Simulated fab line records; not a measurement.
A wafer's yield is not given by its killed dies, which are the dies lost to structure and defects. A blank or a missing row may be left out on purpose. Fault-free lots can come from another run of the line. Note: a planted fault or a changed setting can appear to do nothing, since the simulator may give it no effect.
Which tool is to blame? | flow n5Finfet | Sampling: 9 lots, 27 wafers, 4 of 1938 route steps

WHAT EACH GAUGE READ, for each wafer
N5_MOL_CONTACT_COAG_CD_MEAS_84: the cd target is 25.1 nm.
lot  | measured     | on       | cdNm (nm)
L226 | day 5 08:51  | cdSem-01 | 25.55 25.34 24.94
L228 | day 5 19:35  | cdSem-01 | 25.54 24.88 24.81
L229 | day 6 03:23  | cdSem-02 | 25.27 25.26 25.40
L231 | day 6 16:01  | cdSem-03 | 25.47 25.26 24.85
L233 | day 7 02:26  | cdSem-01 | 25.31 25.25 25.21
L235 | day 7 15:08  | cdSem-03 | 25.02 25.26 25.27
L239 | day 8 15:49  | cdSem-03 | 25.50 25.28 25.71
L246 | day 10 14:29 | cdSem-02 | 5.48 20.06 21.59
L248 | day 10 17:47 | cdSem-01 | 25.31 25.36 24.70

EACH LOT AND THE TOOL THAT RAN IT (in order: tool; ch and the chambers of the sampled wafers; start)
lot  | N5_MOL_CONTACT_COAG_PRE_CLEAN_141 | N5_MOL_CONTACT_COAG_CMP_28    | N5_MOL_CONTACT_COAG_EXPOSE_81
L226 | pvdSputter-02, day 5 01:01        | cmp-04 ch 0,2, day 5 07:33    | euvScanner-01 ch 0, day 5 08:43
L228 | pvdSputter-02, day 5 13:36        | cmp-02 ch 0,2, day 5 18:26    | euvScanner-01 ch 0, day 5 19:26
L229 | pvdSputter-03, day 5 19:44        | cmp-03 ch 0,1,3, day 6 02:06  | euvScanner-01 ch 0, day 6 03:15
L231 | pvdSputter-01, day 6 09:03        | cmp-02 ch 0,1, day 6 14:46    | euvScanner-02 ch 0, day 6 15:53
L233 | pvdSputter-03, day 6 18:55        | cmp-02 ch 1,2, day 7 01:10    | euvScanner-02 ch 0, day 7 02:17
L235 | pvdSputter-02, day 7 07:39        | cmp-02 ch 0,2,3, day 7 13:21  | euvScanner-01 ch 0, day 7 15:01
L239 | pvdSputter-03, day 8 07:24        | cmp-03 ch 0,2,3, day 8 12:31  | euvScanner-01 ch 0, day 8 15:40
L246 | pvdSputter-01, day 10 06:58       | cmp-03 ch 0,2,3, day 10 13:20 | euvScanner-01 ch 0, day 10 14:21
L248 | pvdSputter-02, day 10 11:19       | cmp-04 ch 0,1,3, day 10 16:33 | euvScanner-02 ch 0, day 10 17:40
- N5_MOL_CONTACT_COAG_PRE_CLEAN_141: time 60 s.
- N5_MOL_CONTACT_COAG_CMP_28: polishes, stops on SiNx, t overpolish 0.85 s, target thk 14.522 nm.
- N5_MOL_CONTACT_COAG_EXPOSE_81: exposes mask VG, defocus 0 nm.

THE ANSWER, worked out from the rows above alone
Rule: what is usual is taken from the lots themselves. Put in order of their means at a reading, lots are off if they are a third of the lots or fewer, leave a main group of 4 or more, and stand apart from it by a gap of 3 or more times the standard deviation of the main group's means; of several such gaps the widest counts. A main group whose means are all the same, to the digits that the tables above print for the reading, isn't used. A lot without any number at a reading at which 4 lots or more have one is off too. The other lots that the step has rows for count as sound.
Off, at N5_MOL_CONTACT_COAG_CD_MEAS_84 on cdNm: L246. Main group: mean 25.24 nm, sd 0.12.
A tool fits if, at a process step before that reading, it ran every lot that is off, and no sound lot after the first of them. Those tools and the gauges at N5_MOL_CONTACT_COAG_CD_MEAS_84 are tried in the same way. Can't be told from this: 4 tools fit, pvdSputter-01 at N5_MOL_CONTACT_COAG_PRE_CLEAN_141, cmp-03 at N5_MOL_CONTACT_COAG_CMP_28, euvScanner-01 at N5_MOL_CONTACT_COAG_EXPOSE_81, cdSem-02 at N5_MOL_CONTACT_COAG_CD_MEAS_84.

WHAT THE SIMULATOR PUT IN
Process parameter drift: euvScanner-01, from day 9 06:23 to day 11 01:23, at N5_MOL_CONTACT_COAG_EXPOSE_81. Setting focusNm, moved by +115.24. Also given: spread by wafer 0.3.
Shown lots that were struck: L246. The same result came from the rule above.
